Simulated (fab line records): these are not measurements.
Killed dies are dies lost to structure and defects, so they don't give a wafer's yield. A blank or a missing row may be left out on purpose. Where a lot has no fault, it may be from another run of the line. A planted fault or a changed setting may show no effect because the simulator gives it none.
fab line records	flow n5Finfet
record lots=24	wafers=72	lastDay=17
route steps=1938 shown BEOL_M3@949
lots untouched by any fault: they come from a run of this same line in which no faults occurred
startH: hours from the record's opening day to when the first of the lot's shown wafers began	waitH: hours elapsed since this lot's preceding step	" as in the row above	L1.1+2: one row covering several wafers at once	- no value, or no start given	* or withheld: withheld	< > ~ a bound
route shown NAME@n: NAME is a module with steps in the file, n the number in the route of the first one	usual: mean/standard deviation taken from wafers without a fault	same: alike in all rows	chamber/n: place in a boat	sites: the reading at each site	_std_site: the values' standard deviation	_edge_site: inner sites' mean taken away from outer sites' mean	radiusMm: for every site, how far away it sits from the centre of the wafer	mask NAME#n: copy n	behind: the last tool/chamber to shape the wafer	hold: why the lot went on hold/how many hours it stayed there/how the hold came to an end	device: whichever transistor did not switch (one of n, p or np)	end of line: the route-end tests of the same wafers	a step with no rows: only its recipe	killed: count of dies lost to structure and defects at first sort (not the wafer's yield)	map: the dies of a wafer, with x for killed, . for not killed, _ for no die there
set.NAME: the setting the step ran with; set.NAME@STEP: the setting that earlier step ran with	model.NAME: the simulator's own value behind a step, which no gauge read
one table for each step of the route and one row for each wafer, over a sample of lots
services: the hour from which a tool's chamber was out of use, counted from the record's first day as startH (under 0 if before that day), plus the number of hours and why
## steps
# step N5_BEOL_M3_ETCH_63
# recipe chemistry=CF4	target=SiARC	targetDepthA=156	maskMaterial=CAR-EUV	timeS=26	ionEnergyEv=80	pressureMtorr=40	sourceW=545	biasW=36	Ar_flow_sccm=100	cf4FlowSccm=100	ends=cleared
# usual drypumpMotorCurrentA=5.52/0.26	etchRfOnTimeS=26.0/0.56	oesProductAu=0.67/0.072	rfVppV=184.4/1.2	showerheadPlenumPTorr=2.15/0.066	throttleValvePct=15.55/0.27
lot.wafer	tool	chamber	startH	waitH	drypumpMotorCurrentA	etchRfOnTimeS	oesProductAu	rfHoursCounterH	rfVppV	showerheadPlenumPTorr	throttleValvePct
L074.1	rieDiel-06	3	149.89	0.0	5.90	25.5	0.74	59	185.1	2.26	15.23
L074.2	"	2	"	"	5.43	25.1	0.64	171	186.6	2.22	15.45
L074.5	"	0	"	"	5.81	25.9	0.61	-	183.1	2.14	15.91
L075.1	rieDiel-02	3	155.91	0.0	5.32	26.3	0.66	147	184.0	2.05	15.59
L075.2	"	2	"	"	5.83	26.4	0.72	68	183.1	2.16	15.12
L075.3	"	1	"	"	5.67	25.3	0.73	53	182.7	2.08	15.49
L076.1	rieDiel-02	3	157.55	0.0	5.33	26.0	0.67	147	183.7	2.05	15.60
L076.2	"	0	"	"	5.09	25.9	0.60	225	184.4	2.19	15.68
L076.4	"	2	"	"	5.84	26.2	0.72	69	183.7	2.16	15.12
L077.2	rieDiel-01	0	161.09	0.0	5.40	26.2	0.66	146	181.9	2.05	15.65
L077.3	"	1	"	"	5.47	26.1	0.59	247	182.7	2.19	15.57
L077.5	"	3	"	"	5.17	27.4	0.72	-	185.3	2.17	15.75
L078.2	rieDiel-01	0	162.58	0.0	5.41	25.9	0.66	146	183.6	2.06	15.65
L078.3	"	1	"	"	5.48	26.0	0.60	247	184.7	2.19	15.56
L078.6	"	2	"	"	5.73	26.7	0.58	-	186.4	2.21	16.16
L079.1	rieDiel-02	1	165.80	0.0	5.71	25.1	0.73	56	183.7	2.08	15.52
L079.4	"	2	"	"	5.82	26.2	0.72	72	186.3	2.16	15.12
L079.6	"	1	"	"	5.69	25.3	0.73	-	184.0	2.08	15.50
L080.4	rieDiel-02	3	176.39	0.0	5.30	26.4	0.66	153	183.7	2.05	15.60
L080.5	"	3	"	"	5.34	26.1	0.66	-	182.9	2.05	15.61
L080.6	"	0	"	"	5.12	25.9	0.59	-	184.6	2.19	15.69
L081.3	rieDiel-01	1	192.88	0.0	5.49	25.4	0.86	3	184.8	2.19	15.09
L081.4	"	2	"	"	5.78	26.8	0.58	236	184.8	2.21	16.15
L081.5	"	2	"	"	5.79	26.8	0.57	-	185.3	2.21	16.15
L082.1	rieDiel-02	3	193.28	0.0	5.30	26.0	0.66	159	185.2	2.05	15.63
L082.2	"	2	"	"	5.85	26.1	0.71	81	185.1	2.16	15.16
L082.6	"	2	"	"	5.84	26.1	0.71	-	185.2	2.16	15.15
L083.2	rieDiel-06	3	196.14	0.0	5.87	25.9	0.73	72	186.6	2.26	15.24
L083.4	"	2	"	"	5.41	25.3	0.63	184	185.0	2.21	15.47
L083.6	"	1	"	"	5.29	26.3	0.59	-	184.5	2.11	15.77
L084.1	rieDiel-02	2	196.94	0.0	5.84	26.4	0.70	82	183.0	2.16	15.15
L084.2	"	0	"	"	5.11	26.3	0.59	239	183.6	2.18	15.71
L084.6	"	0	"	"	5.11	26.0	0.58	-	185.4	2.18	15.71
L085.1	rieDiel-01	3	214.24	0.0	5.15	26.9	0.70	65	182.7	2.17	15.77
L085.5	"	0	"	"	5.39	25.9	0.65	-	182.7	2.05	15.68
L085.6	"	1	"	"	5.50	25.2	0.85	-	184.9	2.19	15.10
L086.1	rieDiel-06	0	218.38	0.0	5.80	26.6	0.58	240	183.6	2.13	15.97
L086.2	"	2	"	"	5.47	25.3	0.63	191	185.0	2.21	15.49
L086.4	"	3	"	"	5.90	25.9	0.72	79	184.2	2.26	15.27
L087.1	rieDiel-06	3	223.94	0.0	5.90	25.8	0.72	81	185.6	2.26	15.24
L087.5	"	2	"	"	5.40	25.3	0.62	-	186.9	2.21	15.48
L087.6	"	3	"	"	5.91	25.9	0.72	-	184.0	2.26	15.26
L089.1	rieDiel-02	0	229.39	0.0	5.12	25.8	0.58	249	185.3	2.18	15.73
L089.3	"	2	"	"	5.85	26.2	0.70	92	184.9	2.15	15.17
L089.4	"	1	"	"	5.64	24.8	0.71	77	183.3	2.07	15.55
L088.1	rieDiel-01	0	236.24	0.0	5.41	26.1	0.65	169	182.7	2.05	15.69
L088.4	"	3	"	"	5.17	26.9	0.70	-	184.4	2.16	15.77
L088.5	"	1	"	"	5.51	25.5	0.82	-	184.8	2.18	15.11
L090.3	rieDiel-06	3	238.51	0.0	5.89	25.7	0.71	85	185.4	2.25	15.25
L090.5	"	1	"	"	5.33	25.8	0.58	-	183.1	2.11	15.79
L090.6	"	2	"	"	5.47	25.0	0.62	-	183.3	2.21	15.50
L091.1	rieDiel-01	1	246.97	0.0	5.48	25.8	0.81	20	184.8	2.18	15.10
L091.4	"	1	"	"	5.50	25.7	0.80	-	183.9	2.18	15.10
L091.5	"	3	"	"	5.16	27.4	0.69	-	186.3	2.16	15.79
L092.2	rieDiel-02	0	253.03	0.0	5.12	25.4	0.83	1	185.7	2.18	15.22
L092.4	"	3	"	"	5.34	26.2	0.64	177	182.5	2.04	15.65
L092.6	"	2	"	"	5.87	26.1	0.69	-	183.2	2.15	15.19
L093.1	rieDiel-06	3	266.47	0.0	5.89	26.2	0.70	92	186.0	2.25	15.27
L093.4	"	2	"	"	5.43	25.7	0.61	-	184.9	2.21	15.53
L093.6	"	2	"	"	5.41	25.6	0.61	-	185.5	2.21	15.51
L094.1	rieDiel-06	3	276.59	0.0	5.88	26.2	0.70	96	185.7	2.25	15.29
L094.2	"	2	"	"	5.40	25.7	0.61	208	186.8	2.21	15.50
L094.6	"	2	"	"	5.41	25.8	0.61	-	185.2	2.21	15.52
L097.1	rieDiel-06	2	286.54	0.0	5.34	25.3	0.61	212	185.6	2.21	15.53
L097.2	"	0	"	"	5.78	25.6	0.84	1	183.3	2.13	15.48
L097.3	"	3	"	"	5.90	26.0	0.70	100	186.6	2.25	15.29
L095.3	rieDiel-06	3	287.48	0.0	5.92	26.1	0.70	101	185.1	2.25	15.30
L095.5	"	0	"	"	5.80	25.7	0.84	-	183.6	2.13	15.48
L095.6	"	2	"	"	5.41	25.5	0.61	-	185.6	2.21	15.54
L096.1	rieDiel-02	2	292.97	0.0	5.79	26.4	0.68	112	183.7	2.15	15.20
L096.4	"	3	"	"	5.35	26.6	0.62	191	184.4	2.04	15.68
L096.6	"	1	"	"	5.64	25.5	0.69	-	183.5	2.06	15.59
# step N5_BEOL_M3_CD_MEAS_18
# recipe pitchNm=36	targetCdNm=18
# usual cdNm=18.0/0.31
lot.wafer	tool	chamber	startH	waitH	cdNm
L074.1	cdSem-03	-	150.27	0.0	18.2
L074.2	"	-	"	"	18.6
L074.5	"	-	"	"	18.6
L075.1	cdSem-03	-	156.30	0.0	17.9
L075.2	"	-	"	"	18.4
L075.3	"	-	"	"	18.3
L076.1	cdSem-02	-	158.18	0.0	17.5
L076.2	"	-	"	"	18.0
L076.4	"	-	"	"	18.0
L077.2	cdSem-03	-	161.47	0.1	18.2
L077.3	"	-	"	"	18.8
L077.5	"	-	"	"	18.1
L078.2	cdSem-02	-	162.96	0.1	18.5
L078.3	"	-	"	"	18.2
L078.6	"	-	"	"	17.7
L079.1	cdSem-02	-	166.18	0.0	18.4
L079.4	"	-	"	"	17.9
L079.6	"	-	"	"	18.6
L080.4	cdSem-01	-	176.78	0.1	17.4
L080.5	"	-	"	"	17.4
L080.6	"	-	"	"	18.0
L081.3	cdSem-02	-	193.26	0.1	17.7
L081.4	"	-	"	"	18.0
L081.5	"	-	"	"	17.5
L082.1	cdSem-02	-	193.65	0.0	17.9
L082.2	"	-	"	"	18.3
L082.6	"	-	"	"	18.5
L083.2	cdSem-01	-	196.56	0.1	18.0
L083.4	"	-	"	"	17.9
L083.6	"	-	"	"	18.1
L084.1	cdSem-01	-	197.45	0.0	17.6
L084.2	"	-	"	"	17.6
L084.6	"	-	"	"	18.1
L085.1	cdSem-01	-	214.76	0.0	17.9
L085.5	"	-	"	"	18.4
L085.6	"	-	"	"	17.8
L086.1	cdSem-02	-	218.76	0.0	17.6
L086.2	"	-	"	"	17.9
L086.4	"	-	"	"	18.0
L087.1	cdSem-02	-	224.33	0.0	17.6
L087.5	"	-	"	"	17.9
L087.6	"	-	"	"	18.6
L089.1	cdSem-01	-	229.76	0.0	18.3
L089.3	"	-	"	"	18.1
L089.4	"	-	"	"	17.7
L088.1	cdSem-02	-	236.62	0.0	18.5
L088.4	"	-	"	"	17.7
L088.5	"	-	"	"	18.2
L090.3	cdSem-01	-	239.01	0.1	17.3
L090.5	"	-	"	"	17.4
L090.6	"	-	"	"	17.9
L091.1	cdSem-03	-	247.35	0.0	17.8
L091.4	"	-	"	"	18.2
L091.5	"	-	"	"	17.8
L092.2	cdSem-03	-	253.50	0.1	18.1
L092.4	"	-	"	"	17.8
L092.6	"	-	"	"	17.6
L093.1	cdSem-01	-	266.99	0.0	18.3
L093.4	"	-	"	"	17.7
L093.6	"	-	"	"	18.2
L094.1	cdSem-03	-	277.08	0.1	18.4
L094.2	"	-	"	"	18.3
L094.6	"	-	"	"	17.8
L097.1	cdSem-03	-	287.03	0.0	18.4
L097.2	"	-	"	"	18.2
L097.3	"	-	"	"	18.0
L095.3	cdSem-02	-	287.86	0.1	18.4
L095.5	"	-	"	"	18.1
L095.6	"	-	"	"	18.2
L096.1	cdSem-02	-	293.35	0.0	17.9
L096.4	"	-	"	"	17.9
L096.6	"	-	"	"	18.3
# step N5_BEOL_M3_ETCH_77
# recipe chemistry=N2/H2	target=underlayer	targetDepthA=65	maskMaterial=CAR-EUV	timeS=5.2	ionEnergyEv=200	pressureMtorr=30	sourceW=840	biasW=150	n2FlowSccm=200	h2FlowSccm=200	ends=cleared
# usual drypumpMotorCurrentA=5.51/0.24	etchRfOnTimeS=5.22/0.12	n2FlowSccm=200.1/0.61	oesProductAu=0.67/0.08	rfVppV=524.5/2.4	showerheadPlenumPTorr=2.56/0.078	throttleValvePct=17.82/0.27
lot.wafer	tool	chamber	startH	waitH	drypumpMotorCurrentA	etchRfOnTimeS	n2FlowSccm	oesProductAu	rfHoursCounterH	rfVppV	showerheadPlenumPTorr	throttleValvePct
L074.1	rieDiel-01	0	150.74	0.0	5.44	5.24	199.1	0.65	142	522.7	2.44	17.90
L074.2	"	3	"	"	5.15	5.43	200.1	0.72	44	524.0	2.58	17.86
L074.5	"	0	"	"	5.43	5.21	200.2	0.67	-	521.9	2.44	17.90
L075.1	rieDiel-06	0	156.80	0.0	5.82	5.20	200.6	0.60	220	524.6	2.52	18.08
L075.2	"	2	"	"	5.39	5.00	199.4	0.64	172	524.6	2.65	17.85
L075.3	"	3	"	"	5.94	5.05	200.6	0.75	61	524.6	2.68	17.38
L076.1	rieDiel-01	3	158.79	0.0	5.18	5.38	200.8	0.72	48	524.1	2.58	17.85
L076.2	"	2	"	"	5.76	5.31	199.5	0.58	227	524.7	2.61	18.22
L076.4	"	1	"	"	5.46	5.17	200.0	0.59	246	527.2	2.61	17.80
L077.2	rieDiel-01	2	161.95	0.0	5.75	5.30	201.6	0.58	228	524.3	2.61	18.21
L077.3	"	0	"	"	5.43	5.19	200.0	0.65	146	522.6	2.44	17.89
L077.5	"	0	"	"	5.45	5.22	199.8	0.66	-	523.2	2.44	17.89
L078.2	rieDiel-01	1	163.44	0.0	5.49	5.24	199.1	0.59	247	526.6	2.61	17.79
L078.3	"	2	"	"	5.79	5.26	199.8	0.58	228	523.1	2.61	18.25
L078.6	"	1	"	"	5.49	5.21	199.7	0.59	-	523.7	2.61	17.79
L079.1	rieDiel-01	0	167.21	0.0	5.42	5.27	199.7	0.66	148	519.6	2.44	17.89
L079.4	"	3	"	"	5.15	5.48	200.9	0.71	51	525.7	2.57	17.87
L079.6	"	1	"	"	5.48	5.22	200.8	0.59	-	525.8	2.61	17.76
L080.4	rieDiel-06	0	177.25	0.0	5.80	5.24	200.2	0.60	226	523.0	2.52	18.07
L080.5	"	1	"	"	5.27	5.18	199.3	0.59	-	524.7	2.51	18.01
L080.6	"	2	"	"	5.44	5.08	198.4	0.63	-	527.0	2.65	17.87
L081.3	rieDiel-01	1	193.74	0.0	5.50	5.15	199.7	0.85	3	524.3	2.61	17.35
L081.4	"	0	"	"	5.42	5.28	199.4	0.65	156	521.9	2.43	17.91
L081.5	"	2	"	"	5.68	5.33	199.9	0.58	-	525.3	2.60	18.27
L082.1	rieDiel-01	1	194.57	0.0	5.49	5.06	200.7	0.85	4	526.5	2.61	17.31
L082.2	"	3	"	"	5.16	5.40	200.6	0.72	59	524.8	2.57	17.88
L082.6	"	1	"	"	5.49	5.04	199.8	0.86	-	526.0	2.61	17.34
L083.2	rieDiel-02	3	197.15	0.0	5.33	5.32	201.1	0.64	161	520.0	2.43	17.86
L083.4	"	0	"	"	5.12	5.18	200.4	0.59	240	525.8	2.61	18.09
L083.6	"	2	"	"	5.85	5.27	201.2	0.72	-	523.9	2.57	17.33
L084.1	rieDiel-06	1	198.06	0.0	5.32	5.21	200.1	0.59	221	524.2	2.51	17.99
L084.2	"	2	"	"	5.40	5.08	200.3	0.63	185	523.8	2.65	17.86
L084.6	"	3	"	"	5.89	5.09	200.6	0.73	-	526.1	2.68	17.38
L085.1	rieDiel-01	0	215.23	0.0	5.42	5.30	200.5	0.64	164	518.2	2.43	17.90
L085.5	"	0	"	"	5.40	5.29	200.6	0.64	-	521.2	2.43	17.92
L085.6	"	1	"	"	5.50	5.15	201.1	0.82	-	524.7	2.60	17.38
L086.1	rieDiel-01	1	219.24	0.0	5.49	5.13	200.4	0.81	13	525.7	2.60	17.36
L086.2	"	0	"	"	5.44	5.28	199.9	0.65	165	520.4	2.43	17.91
L086.4	"	3	"	"	5.18	5.43	199.5	0.70	66	525.1	2.57	17.88
L087.1	rieDiel-06	1	224.81	0.0	5.26	5.27	198.9	0.58	229	522.5	2.51	18.03
L087.5	"	0	"	"	5.79	5.33	201.1	0.59	-	523.9	2.51	18.11
L087.6	"	1	"	"	5.31	5.22	199.8	0.59	-	521.4	2.51	18.03
L089.1	rieDiel-06	0	230.49	0.0	5.82	5.26	200.7	0.58	244	520.6	2.51	18.11
L089.3	"	1	"	"	5.29	5.19	200.5	0.58	231	525.2	2.51	18.03
L089.4	"	2	"	"	5.48	5.02	200.7	0.61	194	527.4	2.64	17.90
L088.1	rieDiel-01	3	237.22	0.0	5.15	5.46	199.8	0.70	71	524.6	2.57	17.88
L088.4	"	0	"	"	5.41	5.37	199.6	0.63	-	520.1	2.43	17.93
L088.5	"	1	"	"	5.49	5.21	199.7	0.81	-	525.1	2.60	17.37
L090.3	rieDiel-01	3	239.48	0.0	5.15	5.36	200.1	0.69	73	526.1	2.56	17.93
L090.5	"	3	"	"	5.15	5.34	200.4	0.70	-	524.5	2.56	17.90
L090.6	"	1	"	"	5.51	5.07	200.0	0.81	-	527.3	2.60	17.40
L091.1	rieDiel-01	1	247.82	0.0	5.48	5.09	200.1	0.80	21	523.9	2.60	17.37
L091.4	"	3	"	"	5.17	5.32	200.0	0.70	-	525.4	2.56	17.92
L091.5	"	1	"	"	5.48	5.09	200.4	0.81	-	524.7	2.60	17.36
L092.2	rieDiel-06	0	254.15	0.0	5.79	5.28	199.4	0.58	249	523.1	2.51	18.12
L092.4	"	1	"	"	5.31	5.22	200.3	0.59	237	523.8	2.50	18.04
L092.6	"	3	"	"	5.91	5.14	200.6	0.72	-	531.0	2.67	17.40
L093.1	rieDiel-06	3	267.61	0.0	5.89	5.19	200.1	0.71	93	529.4	2.67	17.41
L093.4	"	3	"	"	5.89	5.25	200.1	0.70	-	527.9	2.67	17.40
L093.6	"	3	"	"	5.88	5.21	200.2	0.71	-	528.3	2.67	17.42
L094.1	rieDiel-02	0	277.57	0.0	5.13	5.04	199.8	0.80	9	522.8	2.60	17.65
L094.2	"	1	"	"	5.64	4.97	198.9	0.69	90	522.4	2.47	17.86
L094.6	"	3	"	"	5.36	5.25	197.6	0.63	-	521.3	2.42	17.91
L097.1	rieDiel-01	0	287.52	0.0	5.44	5.22	199.1	0.64	185	520.4	2.42	17.97
L097.2	"	2	"	"	5.77	5.08	200.6	0.82	8	525.2	2.59	17.84
L097.3	"	1	"	"	5.50	5.15	200.0	0.79	33	524.7	2.59	17.41
L095.3	rieDiel-06	2	288.46	0.0	5.43	5.08	200.2	0.60	212	525.5	2.63	17.94
L095.5	"	2	"	"	5.41	5.07	200.4	0.60	-	525.3	2.63	17.90
L095.6	"	3	"	"	5.90	5.15	199.7	0.71	-	527.4	2.67	17.44
L096.1	rieDiel-01	0	293.83	0.0	5.43	5.16	200.0	0.64	186	521.6	2.42	17.95
L096.4	"	2	"	"	5.76	5.09	200.9	0.82	9	524.1	2.59	17.85
L096.6	"	3	"	"	5.16	5.40	200.0	0.68	-	525.7	2.56	17.93
# step N5_BEOL_M3_ALD_84
# recipe material=TaN	targetThkA=*	tempC=275	aldPrecursorFamily=PDMAT	aldCoReactant=NH3	pressureTorr=3	carrierFlowSccm=1500	pulseTimeS=2	purgeTimeS=3	coReactantPurgeTimeS=2	coReactantPulseTimeS=3	aldCycles=30	precursorVesselTempC=75	precursorVesselPressureTorr=26.25	precursorVesselCarrierSccm=1000
# usual heaterPowerW=408/39
# same pulseTimeS=2
lot.wafer	tool	chamber	startH	waitH	heaterPowerW
L074.1	aldMetal-02	1	154.63	0.1	341
L074.2	"	3	"	"	416
L074.5	"	1	"	"	347
L075.1	aldMetal-02	2	158.13	0.0	433
L075.2	"	1	"	"	344
L075.3	"	0	"	"	420
L076.1	aldMetal-04	1	161.53	0.3	429
L076.2	"	3	"	"	399
L076.4	"	1	"	"	422
L077.2	aldMetal-01	0	164.60	0.0	438
L077.3	"	3	"	"	408
L077.5	"	2	"	"	372
L078.2	aldMetal-02	3	164.81	0.0	428
L078.3	"	0	"	"	424
L078.6	"	2	"	"	420
L079.1	aldMetal-01	1	168.45	0.0	488
L079.4	"	3	"	"	397
L079.6	"	3	"	"	398
L080.4	aldMetal-02	1	183.20	0.0	346
L080.5	"	3	"	"	432
L080.6	"	0	"	"	419
L081.3	aldMetal-02	1	195.19	0.0	345
L081.4	"	3	"	"	409
L081.5	"	2	"	"	426
L082.1	aldMetal-04	3	195.87	0.0	388
L082.2	"	0	"	"	439
L082.6	"	1	"	"	402
L083.2	aldMetal-04	1	198.52	0.0	423
L083.4	"	3	"	"	383
L083.6	"	1	"	"	409
L084.1	aldMetal-04	0	206.84	0.0	455
L084.2	"	2	"	"	353
L084.6	"	3	"	"	383
L085.1	aldMetal-04	2	217.46	0.1	347
L085.5	"	2	"	"	357
L085.6	"	1	"	"	421
L086.1	aldMetal-01	1	223.82	0.0	494
L086.2	"	3	"	"	401
L086.4	"	0	"	"	429
L087.1	aldMetal-01	0	229.07	0.1	439
L087.5	"	1	"	"	487
L087.6	"	0	"	"	436
L089.1	aldMetal-02	3	232.27	0.1	423
L089.3	"	2	"	"	411
L089.4	"	1	"	"	341
L088.1	aldMetal-01	0	247.16	0.0	437
L088.4	"	2	"	"	392
L088.5	"	2	"	"	380
L090.3	aldMetal-02	2	247.58	0.0	414
L090.5	"	2	"	"	416
L090.6	"	3	"	"	428
L091.1	aldMetal-01	3	266.70	0.1	408
L091.4	"	0	"	"	428
L091.5	"	0	"	"	427
L092.2	aldMetal-04	3	267.02	0.0	399
L092.4	"	2	"	"	355
L092.6	"	2	"	"	339
L093.1	aldMetal-04	2	275.97	0.0	344
L093.4	"	0	"	"	441
L093.6	"	0	"	"	443
L094.1	aldMetal-01	2	283.22	0.0	388
L094.2	"	1	"	"	477
L094.6	"	0	"	"	424
L097.1	aldMetal-01	2	293.14	0.1	386
L097.2	"	3	"	"	403
L097.3	"	1	"	"	492
L095.3	aldMetal-02	3	296.10	0.1	421
L095.5	"	3	"	"	428
L095.6	"	2	"	"	421
L096.1	aldMetal-04	2	296.62	0.0	344
L096.4	"	3	"	"	392
L096.6	"	3	"	"	396
# step N5_BEOL_M3_SPUTTER_86
# recipe material=Cu	targetThkA=45	tempC=-20	chamberPressurePa=0.07	powerW=withheld	timeS=8.29
# usual chuckGasFlowSccm=1.26/0.055	throttleValvePct=29.8/1
# same timeS=8.29
lot.wafer	tool	chamber	startH	waitH	chuckGasFlowSccm	throttleValvePct
L074.1	pvdSputter-03	-	155.87	0.1	1.28	31.9
L074.2	"	-	"	"	1.20	29.6
L074.5	"	-	"	"	1.19	30.0
L075.1	pvdSputter-03	-	159.96	0.1	1.31	31.9
L075.2	"	-	"	"	1.28	30.7
L075.3	"	-	"	"	1.26	29.9
L076.1	pvdSputter-03	-	162.82	0.1	1.25	30.6
L076.2	"	-	"	"	1.21	30.0
L076.4	"	-	"	"	1.33	30.2
L077.2	pvdSputter-02	-	165.81	0.1	1.26	30.7
L077.3	"	-	"	"	1.29	28.8
L077.5	"	-	"	"	1.20	30.5
L078.2	pvdSputter-03	-	166.00	0.1	1.20	30.5
L078.3	"	-	"	"	1.22	31.9
L078.6	"	-	"	"	1.26	29.8
L079.1	pvdSputter-02	-	169.62	0.1	1.30	28.0
L079.4	"	-	"	"	1.20	30.4
L079.6	"	-	"	"	1.18	30.5
L080.4	pvdSputter-02	-	184.60	0.1	1.26	30.4
L080.5	"	-	"	"	1.29	28.9
L080.6	"	-	"	"	1.20	28.8
L081.3	pvdSputter-01	-	196.42	0.1	1.28	29.6
L081.4	"	-	"	"	1.21	30.7
L081.5	"	-	"	"	1.20	30.3
L082.1	pvdSputter-02	-	197.23	0.1	1.33	30.6
L082.2	"	-	"	"	1.32	28.1
L082.6	"	-	"	"	1.26	29.1
L083.2	pvdSputter-01	-	199.86	0.1	1.22	30.5
L083.4	"	-	"	"	1.25	30.1
L083.6	"	-	"	"	1.20	30.2
L084.1	pvdSputter-03	-	208.20	0.1	1.24	29.9
L084.2	"	-	"	"	1.21	29.9
L084.6	"	-	"	"	1.27	32.0
L085.1	pvdSputter-03	-	218.70	0.1	1.27	30.5
L085.5	"	-	"	"	1.21	31.8
L085.6	"	-	"	"	1.25	30.1
L086.1	pvdSputter-02	-	226.92	0.1	1.36	28.8
L086.2	"	-	"	"	1.20	30.4
L086.4	"	-	"	"	1.32	27.9
L087.1	pvdSputter-02	-	230.40	0.1	1.26	27.7
L087.5	"	-	"	"	1.25	27.9
L087.6	"	-	"	"	1.20	30.4
L089.1	pvdSputter-01	-	233.43	0.1	1.24	29.5
L089.3	"	-	"	"	1.15	30.2
L089.4	"	-	"	"	1.19	30.5
L088.1	pvdSputter-01	-	248.52	0.1	1.26	30.4
L088.4	"	-	"	"	1.28	30.2
L088.5	"	-	"	"	1.26	30.7
L090.3	pvdSputter-02	-	250.58	0.1	1.26	28.7
L090.5	"	-	"	"	1.27	29.3
L090.6	"	-	"	"	1.18	28.9
L091.1	pvdSputter-01	-	267.89	0.1	1.29	30.5
L091.4	"	-	"	"	1.31	30.3
L091.5	"	-	"	"	1.34	30.5
L092.2	pvdSputter-02	-	268.33	0.1	1.37	28.1
L092.4	"	-	"	"	1.32	28.9
L092.6	"	-	"	"	1.34	27.6
L093.1	pvdSputter-01	-	277.21	0.1	1.15	29.3
L093.4	"	-	"	"	1.28	30.7
L093.6	"	-	"	"	1.19	30.6
L094.1	pvdSputter-02	-	284.53	0.1	1.19	27.9
L094.2	"	-	"	"	1.27	30.6
L094.6	"	-	"	"	1.23	30.7
L097.1	pvdSputter-01	-	294.38	0.1	1.30	30.3
L097.2	"	-	"	"	1.21	30.5
L097.3	"	-	"	"	1.31	30.5
L095.3	pvdSputter-02	-	297.29	0.1	1.29	27.9
L095.5	"	-	"	"	1.28	28.9
L095.6	"	-	"	"	1.30	28.1
L096.1	pvdSputter-01	-	297.88	0.1	1.17	30.6
L096.4	"	-	"	"	1.26	30.4
L096.6	"	-	"	"	1.22	30.1
# step N5_BEOL_M3_ANNEAL_89
# recipe tempC=400	timeS=240	ambient=vacuum
# usual heaterPowerW=821/65
# same timeS=240
lot.wafer	tool	chamber	startH	waitH	heaterPowerW
L074.1	pvdSputter-03	-	156.17	0.0	757
L074.2	"	-	"	"	948
L074.5	"	-	"	"	934
L075.1	pvdSputter-03	-	160.26	0.0	784
L075.2	"	-	"	"	876
L075.3	"	-	"	"	949
L076.1	pvdSputter-03	-	163.12	0.0	858
L076.2	"	-	"	"	967
L076.4	"	-	"	"	911
L077.2	pvdSputter-02	-	166.11	0.0	753
L077.3	"	-	"	"	759
L077.5	"	-	"	"	743
L078.2	pvdSputter-03	-	166.30	0.0	883
L078.3	"	-	"	"	778
L078.6	"	-	"	"	950
L079.1	pvdSputter-02	-	169.92	0.0	759
L079.4	"	-	"	"	762
L079.6	"	-	"	"	754
L080.4	pvdSputter-02	-	184.90	0.0	745
L080.5	"	-	"	"	760
L080.6	"	-	"	"	866
L081.3	pvdSputter-01	-	196.72	0.0	773
L081.4	"	-	"	"	826
L081.5	"	-	"	"	796
L082.1	pvdSputter-02	-	197.53	0.0	747
L082.2	"	-	"	"	809
L082.6	"	-	"	"	884
L083.2	pvdSputter-01	-	200.16	0.0	810
L083.4	"	-	"	"	886
L083.6	"	-	"	"	805
L084.1	pvdSputter-03	-	208.50	0.0	914
L084.2	"	-	"	"	954
L084.6	"	-	"	"	771
L085.1	pvdSputter-03	-	219.00	0.0	871
L085.5	"	-	"	"	754
L085.6	"	-	"	"	963
L086.1	pvdSputter-02	-	227.22	0.0	795
L086.2	"	-	"	"	743
L086.4	"	-	"	"	765
L087.1	pvdSputter-02	-	230.70	0.0	776
L087.5	"	-	"	"	800
L087.6	"	-	"	"	741
L089.1	pvdSputter-01	-	233.73	0.0	772
L089.3	"	-	"	"	774
L089.4	"	-	"	"	819
L088.1	pvdSputter-01	-	248.82	0.0	902
L088.4	"	-	"	"	792
L088.5	"	-	"	"	825
L090.3	pvdSputter-02	-	250.88	0.0	774
L090.5	"	-	"	"	890
L090.6	"	-	"	"	764
L091.1	pvdSputter-01	-	268.19	0.0	876
L091.4	"	-	"	"	799
L091.5	"	-	"	"	824
L092.2	pvdSputter-02	-	268.63	0.0	766
L092.4	"	-	"	"	760
L092.6	"	-	"	"	759
L093.1	pvdSputter-01	-	277.51	0.0	779
L093.4	"	-	"	"	835
L093.6	"	-	"	"	871
L094.1	pvdSputter-02	-	284.83	0.0	765
L094.2	"	-	"	"	754
L094.6	"	-	"	"	759
L097.1	pvdSputter-01	-	294.68	0.0	890
L097.2	"	-	"	"	823
L097.3	"	-	"	"	798
L095.3	pvdSputter-02	-	297.59	0.0	766
L095.5	"	-	"	"	886
L095.6	"	-	"	"	779
L096.1	pvdSputter-01	-	298.18	0.0	805
L096.4	"	-	"	"	890
L096.6	"	-	"	"	801
## services
tool	chamber	startH	hours	kind
pvdSputter-02	-	126.57	5.3	repair
rieDiel-02	3	142.67	1.8	repair
aldMetal-04	0	144.49	25.5	repair
rieDiel-01	2	164.28	2.8	repair
rieDiel-01	1	168.11	-	clean
rieDiel-01	1	168.11	-	consumableReplace:focusRing
rieDiel-01	1	168.11	13.9	scheduledDown
rieDiel-01	1	168.11	13.9	ventCycle
aldMetal-02	-	176.53	1.5	repair
aldMetal-02	0	187.53	3.4	repair
aldMetal-01	0	194.29	26.0	repair
pvdSputter-03	-	235.09	39.9	repair
rieDiel-01	2	235.33	5.0	repair
aldMetal-02	-	238.45	1.0	repair
rieDiel-01	2	242.52	-	clean
rieDiel-01	2	242.52	-	consumableReplace:focusRing
rieDiel-01	2	242.52	17.4	scheduledDown
rieDiel-01	2	242.52	17.4	ventCycle
rieDiel-02	1	243.32	8.0	repair
aldMetal-01	1	248.51	5.8	repair
rieDiel-06	0	260.74	-	clean
rieDiel-06	0	260.74	-	consumableReplace:focusRing
aldMetal-02	3	269.50	7.0	repair
aldMetal-01	1	273.46	1.7	repair
## key
fault none
